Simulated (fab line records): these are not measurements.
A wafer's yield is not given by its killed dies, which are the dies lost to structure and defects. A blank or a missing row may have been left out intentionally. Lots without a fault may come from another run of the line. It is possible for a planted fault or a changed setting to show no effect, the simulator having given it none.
Which tool did it?    flow n5_finfet    42 wafers from 14 lots sampled at 6 of the route's 1938 steps

== WHAT THE GAUGES READ, wafer by wafer ==
N5_BEOL_M11_THK_MEAS_01.
lot   measured      on             M11_ILD_THK (nm)
L563  day 12 03:14  film_metro-02  266 270 268
L565  day 12 16:16  film_metro-02  269 277 268
L566  day 13 06:13  film_metro-01  265 271 272
L569  day 14 06:45  film_metro-01  265 267 268
L570  day 14 13:02  film_metro-02  263 265 270
L571  day 14 22:24  film_metro-02  270 270 274
L578  day 16 12:17  film_metro-02  268 264 270
L579  day 16 13:04  film_metro-02  273 270 267
L581  day 17 06:41  film_metro-01  266 265 265
L580  day 17 10:48  film_metro-02  267 264 264
L582  day 17 16:38  film_metro-02  269 267 269
L584  day 17 21:55  film_metro-02  266 268 272
L585  day 18 00:02  film_metro-01  268 272 270
L586  day 18 06:55  film_metro-02  263 270 268

N5_BEOL_M11_CD_MEAS_18: pitch 140 nm, target cd 70 nm.
lot   measured      on         cd_nm (nm)
L563  day 12 05:52  cd_sem-02  69.7 70.4 69.9
L565  day 12 18:16  cd_sem-03  69.1 69.3 69.6
L566  day 13 08:29  cd_sem-02  70.1 71.3 69.6
L569  day 14 08:15  cd_sem-02  - - -
L570  day 14 15:29  cd_sem-02  - - -
L571  day 14 23:52  cd_sem-01  69.8 69.9 70.2
L578  day 16 15:36  cd_sem-03  70.9 71.3 71.7
L579  day 16 16:11  cd_sem-03  69.7 69.8 71.1
L581  day 17 08:18  cd_sem-02  70.2 70.0 69.5
L580  day 17 12:21  cd_sem-01  69.4 69.6 69.6
L582  day 17 18:16  cd_sem-02  70.1 69.9 69.9
L584  day 18 01:29  cd_sem-03  68.8 68.6 69.6
L585  day 18 01:52  cd_sem-01  70.2 70.2 70.4
L586  day 18 10:14  cd_sem-03  69.6 70.7 69.5

== EACH LOT AND THE TOOL THAT RAN IT (in order: tool; ch and the chambers of the sampled wafers; start) ==
lot   N5_BEOL_M10_ALD_74                   N5_BEOL_M10_SURFACE_TREAT_76  N5_BEOL_M11_ETCH_62                 N5_BEOL_M11_HM_OPEN_17
L563  ald_metal-02 ch 0,2, day 12 00:19    pvd_sputter-03, day 12 00:46  rie_diel-05 ch 0,2, day 12 05:28    rie_metal-03 ch 0, day 12 05:38
L565  ald_metal-02 ch 0,1,2, day 12 13:08  pvd_sputter-01, day 12 13:29  rie_diel-06 ch 0,2,3, day 12 17:50  rie_metal-03 ch 0,1, day 12 18:01
L566  ald_metal-01 ch 1,2, day 13 03:28    pvd_sputter-01, day 13 03:49  rie_diel-06 ch 0,2,3, day 13 07:59  rie_metal-03 ch 0,1, day 13 08:10
L569  ald_metal-01 ch 2,3, day 14 04:25    pvd_sputter-02, day 14 04:50  rie_diel-05 ch 1,3, day 14 07:53    rie_metal-03 ch 1, day 14 08:04
L570  ald_metal-01 ch 0,1,2, day 14 10:40  pvd_sputter-01, day 14 10:58  rie_diel-06 ch 0,1,2, day 14 15:06  rie_metal-02 ch 0,1, day 14 15:17
L571  ald_metal-03 ch 0,2, day 14 19:37    pvd_sputter-03, day 14 19:58  rie_diel-06 ch 0,1,3, day 14 23:28  rie_metal-02 ch 0,1, day 14 23:40
L578  ald_metal-02 ch 0,2, day 16 09:53    pvd_sputter-02, day 16 10:12  rie_diel-02 ch 0,3, day 16 15:14    rie_metal-02 ch 0,1, day 16 15:25
L579  ald_metal-03 ch 0,1,2, day 16 10:16  pvd_sputter-03, day 16 10:37  rie_diel-02 ch 0,2,3, day 16 15:41  rie_metal-01 ch 0,1, day 16 15:54
L581  ald_metal-01 ch 0,1,3, day 17 02:32  pvd_sputter-02, day 17 04:09  rie_diel-06 ch 0,1,3, day 17 07:56  rie_metal-01 ch 0,1, day 17 08:07
L580  ald_metal-02 ch 2,3, day 17 07:19    pvd_sputter-03, day 17 07:55  rie_diel-05 ch 1,2,3, day 17 11:56  rie_metal-01 ch 0,1, day 17 12:08
L582  ald_metal-02 ch 1,2,3, day 17 13:56  pvd_sputter-03, day 17 14:23  rie_diel-05 ch 1,2, day 17 17:53    rie_metal-01 ch 0,1, day 17 18:05
L584  ald_metal-03 ch 0,1,2, day 17 19:38  pvd_sputter-03, day 17 19:59  rie_diel-06 ch 2,3, day 18 00:59    rie_metal-01 ch 0,1, day 18 01:10
L585  ald_metal-02 ch 0,2, day 17 21:09    pvd_sputter-02, day 17 21:30  rie_diel-02 ch 0,1,3, day 18 01:30  rie_metal-03 ch 0, day 18 01:41
L586  ald_metal-03 ch 1,2,3, day 18 04:08  pvd_sputter-01, day 18 04:31  rie_diel-05 ch 1,2, day 18 09:44    rie_metal-01 ch 0, day 18 09:55
- N5_BEOL_M10_ALD_74: deposits TaN, target thk 2 nm, pulse time 2 s, purge time 3 s.
- N5_BEOL_M10_SURFACE_TREAT_76
- N5_BEOL_M11_ETCH_62: etches SOC in N2/H2, target depth 110 nm, overetch 22 nm, time 165 s.
- N5_BEOL_M11_HM_OPEN_17: chemistry Cl2/BCl3, target TiN, target depth 20 nm, overetch 6 nm.

== AS READ BY THE TOOLS THEMSELVES (means over the sampled wafers that have a number; for cases with no such wafer, the mark the record gives instead) ==
N5_BEOL_M10_ALD_74.
lot   tool          heater_power_w (W)  precursor_vessel_pressure_torr (Torr)
L563  ald_metal-02  373                 26.25
L565  ald_metal-02  394                 26.24
L566  ald_metal-01  354                 26.29
L569  ald_metal-01  356                 26.29
L570  ald_metal-01  383                 26.25
L571  ald_metal-03  457                 26.22
L578  ald_metal-02  392                 26.24
L579  ald_metal-03  434                 26.25
L581  ald_metal-01  404                 26.31
L580  ald_metal-02  341                 26.23
L582  ald_metal-02  340                 26.21
L584  ald_metal-03  435                 26.17
L585  ald_metal-02  388                 26.23
L586  ald_metal-03  431                 26.23

N5_BEOL_M10_SURFACE_TREAT_76.
lot   tool            ar_flow_sccm (sccm)
L563  pvd_sputter-03  30.02
L565  pvd_sputter-01  29.91
L566  pvd_sputter-01  29.87
L569  pvd_sputter-02  30.05
L570  pvd_sputter-01  30.00
L571  pvd_sputter-03  30.09
L578  pvd_sputter-02  29.92
L579  pvd_sputter-03  30.03
L581  pvd_sputter-02  29.94
L580  pvd_sputter-03  30.00
L582  pvd_sputter-03  29.99
L584  pvd_sputter-03  29.88
L585  pvd_sputter-02  30.06
L586  pvd_sputter-01  29.95

N5_BEOL_M11_ETCH_62.
lot   tool         bias_w (W)  chamber_pressure_mTorr (mTorr)  drypump_motor_current_A (A)  n2_flow_sccm (sccm)  oes_product_au (a.u.)  rf_vpp_V (V)  showerhead_plenum_p_Torr (Torr)  throttle_valve_pct (%)
L563  rie_diel-05  149.8       30.015                          5.9                          199.5                0.72                   523.8         2.54                             17.95
L565  rie_diel-06  149.9       30.004                          5.8                          200.3                0.65                   521.2         2.44                             18.03
L566  rie_diel-06  150.2       30.002                          5.8                          200.0                0.65                   520.7         2.44                             18.03
L569  rie_diel-05  -           -                               -                            -                    -                      -             -                                -
L570  rie_diel-06  -           -                               -                            -                    -                      -             -                                -
L571  rie_diel-06  150.2       30.018                          5.9                          200.2                0.60                   520.0         2.40                             18.13
L578  rie_diel-02  150.5       30.007                          5.8                          199.9                0.72                   525.3         2.59                             17.67
L579  rie_diel-02  150.0       30.004                          5.5                          199.6                0.69                   523.6         2.53                             17.84
L581  rie_diel-06  150.1       29.988                          5.9                          199.9                0.68                   523.3         2.50                             18.04
L580  rie_diel-05  150.1       30.006                          5.6                          199.9                0.72                   524.4         2.58                             17.84
L582  rie_diel-05  150.1       29.996                          5.7                          199.3                0.70                   525.6         2.61                             17.97
L584  rie_diel-06  150.0       29.978                          6.1                          199.6                0.73                   526.0         2.61                             17.91
L585  rie_diel-02  150.3       30.034                          6.0                          199.5                0.70                   525.2         2.61                             17.84
L586  rie_diel-05  149.4       30.024                          5.9                          200.0                0.65                   525.6         2.62                             18.21

N5_BEOL_M11_HM_OPEN_17.
lot   tool          drypump_motor_current_A (A)  oes_product_au (a.u.)  throttle_valve_pct (%)
L563  rie_metal-03  5.0                          0.71                   21.96
L565  rie_metal-03  5.1                          0.69                   22.05
L566  rie_metal-03  5.3                          0.67                   22.12
L569  rie_metal-03  5.3                          0.29                   22.87
L570  rie_metal-02  5.4                          0.31                   22.64
L571  rie_metal-02  5.6                          0.68                   21.83
L578  rie_metal-02  5.6                          0.67                   21.84
L579  rie_metal-01  5.3                          0.75                   22.42
L581  rie_metal-01  5.1                          0.74                   22.33
L580  rie_metal-01  5.1                          0.74                   22.35
L582  rie_metal-01  5.3                          0.74                   22.41
L584  rie_metal-01  5.1                          0.72                   22.36
L585  rie_metal-03  5.0                          0.68                   21.99
L586  rie_metal-01  4.8                          0.73                   22.28

== THE ANSWER, worked out from the rows above alone ==
Rule: the usual values come from the lots themselves. Put in order of their means at a reading, lots are off if they are a third of the lots or fewer, leave a main group of 4 or more, and stand apart from it by a gap of 3 or more times the standard deviation of the main group's means; of several such gaps the widest counts. The tables above print the reading to a certain number of digits; a main group whose means all agree to those digits is not used. A lot without any number at a reading at which 4 lots or more have one is off too. All remaining lots with rows at the step are treated as sound. First the gauges in route order, then the tools' own readings, where a lot's mean is used as printed above. At the first step where some lot is off, the reading lying furthest off is the one used; lots without a number count as furthest.
Off: L569, L570, at N5_BEOL_M11_CD_MEAS_18 (cd_nm). Without a number there: L569, L570. The main group has a mean of 70.0 nm with a standard deviation of 0.55.
If a tool, at a process step before that reading, ran all the lots that are off and no sound lot after the first of them, it fits. Not tried: the gauges at N5_BEOL_M11_CD_MEAS_18; whatever is off there is also off at N5_BEOL_M11_ETCH_62, on other tools, and gauge error can't account for it. No candidate that was tried fits.

== WHAT THE SIMULATOR HAD PUT IN ==
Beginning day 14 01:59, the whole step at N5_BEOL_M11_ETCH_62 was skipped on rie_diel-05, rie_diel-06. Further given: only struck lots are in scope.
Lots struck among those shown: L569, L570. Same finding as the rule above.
